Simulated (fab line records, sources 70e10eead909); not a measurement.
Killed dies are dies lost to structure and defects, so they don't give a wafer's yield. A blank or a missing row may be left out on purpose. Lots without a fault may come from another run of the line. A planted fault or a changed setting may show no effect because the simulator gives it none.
Chamber matching | flow nand_harc | NHARC_P_M0_CMP_23 on cmp-02: 4 sister chambers
The step polishes, t overpolish 20 s, target thk 117.54 nm. 16 wafers are shown with their chamber, then 8 later ones without.

WAFERS WITH THEIR CHAMBER
wafer  | chamber | motor_current_A (A) | time_to_endpoint_s (s)
L074.1 | 2       | 12.1                | 26.8
L074.3 | 3       | 10.2                | 29.2
L074.6 | 0       | 12.9                | 32.5
L075.3 | 3       | 10.8                | 26.3
L075.5 | 0       | 13.5                | 27.9
L075.6 | 3       | 10.8                | 26.9
L077.3 | 3       | 10.3                | 24.2
L077.4 | 1       | 11.8                | 23.7
L077.5 | 3       | 10.1                | 27.1
L079.1 | 1       | 12.4                | 22.1
L079.2 | 2       | 11.9                | 21.7
L079.6 | 3       | 11.1                | 26.1
L083.2 | 3       | 10.5                | 28.2
L083.4 | 0       | 12.4                | 32.7
L083.6 | 3       | 9.9                 | 27.6
L088.3 | 0       | 13.5                | 27.5

SIGNATURES (means of the wafers above)
reading            | chamber 0 | chamber 1 | chamber 2 | chamber 3 | scatter within a chamber
motor_current_A    | 13.075    | 12.100    | 12.000    | 10.463    | 0.431
time_to_endpoint_s | 30.150    | 22.900    | 24.250    | 26.950    | 2.12
Rule: a wafer's distance from a chamber is the root of the sum, over the readings, of the square of ((its reading less the chamber's mean) divided by the reading's scatter). The wafer belongs to the nearest chamber; if the next one is less than 2 further off, it can't be placed. The scatter: the root of (the sum of the squares of (reading less its chamber's mean) over the shown wafers, divided by (wafers less chambers)).

WAFERS WITHOUT THEIR CHAMBER
wafer  | motor_current_A (A) | time_to_endpoint_s (s)
L088.4 | 12.2                | 26.6
L088.6 | 11.3                | 24.9
L093.1 | 13.0                | 24.4
L093.2 | 10.3                | 25.1
L093.3 | 11.9                | 24.6
L095.3 | 12.1                | 27.6
L095.5 | 13.1                | 31.0
L095.6 | 10.3                | 30.6

WHICH CHAMBER EACH WENT THROUGH
wafer  | from the rows above          | in truth
L088.4 | can't be placed: 2 or 1 or 0 | 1
L088.6 | can't be placed: 2 or 1 or 3 | 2
L093.1 | can't be placed: 1 or 2 or 0 | 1
L093.2 | 3                            | 3
L093.3 | can't be placed: 2 or 1      | 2
L095.3 | can't be placed: 2 or 1 or 0 | 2
L095.5 | 0                            | 0
L095.6 | 3                            | 3
Placed correctly: 3 of 8. Can't be placed from these rows: 5 (the true chamber is among the candidates in 5). Placed wrongly: 0.
